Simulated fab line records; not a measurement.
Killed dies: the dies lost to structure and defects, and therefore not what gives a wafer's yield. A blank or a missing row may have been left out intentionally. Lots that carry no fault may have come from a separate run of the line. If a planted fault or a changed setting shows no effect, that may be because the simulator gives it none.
Chamber matching -- flow n5_finfet -- 4 sister chambers for N5_ILD0_ALD_15 on ald_sin-03
The step deposits SiNx, target thk 24 nm, pulse time 1 s, ald cycles 480. 4 wafers are shown with their chamber, then 8 later ones without.

EACH WAFER AND ITS CHAMBER
wafer,chamber,heater_power_outer_w (W)
L079.2,2,504
L080.4,1,505
L082.5,0,480
L084.2,3,576

WAFERS WITHOUT THEIR CHAMBER
wafer,heater_power_outer_w (W)
L084.5,557
L084.6,480
L090.2,571
L090.4,477
L090.5,489
L091.3,565
L091.5,489
L091.6,507

WHICH CHAMBER EACH WENT THROUGH
wafer,from the rows above,in truth
L084.5,3,3
L084.6,0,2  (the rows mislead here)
L090.2,3,3
L090.4,0,0
L090.5,can't be placed: 0 or 2 or 1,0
L091.3,3,3
L091.5,can't be placed: 0 or 2 or 1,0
L091.6,can't be placed: 1 or 2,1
Correct placement for 4 of the 8. Cannot be placed on the basis of these rows: 3; the candidates contain the true chamber in 3. 1 placed wrongly.
How it was worked out, from the rows above alone: a wafer's distance from a chamber is the root of the sum, over the readings, of the square of ((its reading less the chamber's mean) divided by the reading's scatter). If the next closest chamber is less than 2 further off than the closest, the wafer can't be placed; otherwise it belongs to the closest. The mean given for a chamber averages the wafers shown for that chamber. The scatter (one wafer shown for each chamber): square how far every hidden wafer sits from the nearest shown wafer, average those squares and take the square root.
